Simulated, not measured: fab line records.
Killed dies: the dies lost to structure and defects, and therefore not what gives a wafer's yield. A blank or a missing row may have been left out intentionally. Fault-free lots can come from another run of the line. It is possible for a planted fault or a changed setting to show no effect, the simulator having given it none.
A lot that was struck, set against a sound lot :: flow nand harc :: 13 steps out of a route of 1302
Sound: these wafers, L381.1, L381.2, L381.3. Struck: wafers L386.1, L386.2, L386.6. At the end, the cause is stated.
At each step with rows: each side's tool, then ch and its chambers, then its first start. Under that, the readings that differ: sound wafers :: struck wafers :: difference of the means :: sigmas: that difference in standard deviations of wafers without a fault.
alike: same words and numbers on both sides, and readings whose means sit less than 2 such deviations apart. not compared: any withheld reading, any reading some wafer has no value for, any bound like >300 that may hide the same value, and any number with overlapping values for which the record gives no deviation.
A row with sigmas, a row that says differs or no value, or rows on one side alone: a step with any of these is where the two part. Numbers that have no deviation but don't overlap get no sigmas and don't part them. Lack of a reading on every wafer of one side parts them only where that side has two or more wafers.

NHARC_A_CHANNEL_FILL_D2_ALD_16: deposits SiO2, target thk 1.5 nm, pulse time 10 s, ald cycles 15.
  sound on ald hk-01 ch 0,1,2, day 17 12:17; struck on ald hk-04 ch 0,2, day 19 02:26
  alike: heater power w, precursor pulse height rel
then, 3 steps without rows for these wafers: NHARC_A_CHANNEL_FILL_D2_ANNEAL_17 (time 1800 s); NHARC_A_CHANNEL_FILL_D2_CVD_18 (deposits poly-Si, target thk 3 nm); NHARC_A_CHANNEL_FILL_D2_ETCHBACK_19 (etches the open film in HBr/Cl2, target depth 5 nm, time 1.7 s).
NHARC_A_CHANNEL_FILL_D2_ETCHBACK_20: etches the open film in C4F8/O2/Ar, target depth 27 nm, time 13.5 s.
  sound on rie diel-12 ch 0,2,3, day 18 05:14; struck on rie diel-13 ch 1,3, day 19 14:26
  alike: bias w, chamber pressure mTorr, oes product au, rf vpp V
  not compared: rf hours counter h
NHARC_A_CHANNEL_FILL_D2_STRIP_28: strips in O2, time 20 s.
  sound on rie diel-12 ch 0,2,3, day 18 05:21; struck on rie diel-13 ch 1,3, day 19 14:32
  alike: drypump motor current A, o2 flow sccm, oes product au, rf vpp V, showerhead plenum p Torr, throttle valve pct
  not compared: rf hours counter h
then, 4 steps without rows for these wafers: NHARC_A_CHANNEL_FILL_D2_PRECLEAN_21 (cleans in dHF, time 30 s); NHARC_A_CHANNEL_FILL_D2_SRD_23; NHARC_A_CHANNEL_FILL_D2_CVD_05 (deposits poly-Si, target thk 5 nm); NHARC_A_CHANNEL_FILL_D2_ANNEAL_22 (time 7200 s).
NHARC_A_CHANNEL_FILL_D2_ALD_25: deposits SiOx, target thk 60 nm, pulse time 10 s, ald cycles 600.
  sound on ald hk-01 ch 1,2,3, day 18 20:05; struck on ald hk-01 ch 0,3, day 20 02:10
  alike: heater power w, precursor pulse height rel
NHARC_A_CHANNEL_FILL_D2_ETCHBACK_08: etches the open film in C4F8, target depth 220 nm, time 110 s.
  sound on rie diel-12 ch 0,1,3, day 19 01:34; struck on rie diel-13 ch 1,2, day 20 07:43
  no value came back on the struck wafers for chamber pressure mTorr (mTorr), oes product au (a.u.), rf hours counter h (h), rf vpp V (V); on the sound wafers chamber pressure mTorr (mTorr) reads 24.999 25.031 25.031
NHARC_A_CHANNEL_FILL_D2_STRIP_29: strips in O2, time 20 s.
  sound on rie diel-12 ch 0,1,3; struck on rie diel-13 ch 0,2,3, day 20 07:52
  alike: drypump motor current A, o2 flow sccm, oes product au, rf vpp V, showerhead plenum p Torr, throttle valve pct
  not compared: rf hours counter h

WHERE THEY PART
Only at NHARC_A_CHANNEL_FILL_D2_ETCHBACK_08, within this record. Later steps at which nothing parts them and some readings are alike: NHARC_A_CHANNEL_FILL_D2_STRIP_29.

WHY: what the simulator had put in
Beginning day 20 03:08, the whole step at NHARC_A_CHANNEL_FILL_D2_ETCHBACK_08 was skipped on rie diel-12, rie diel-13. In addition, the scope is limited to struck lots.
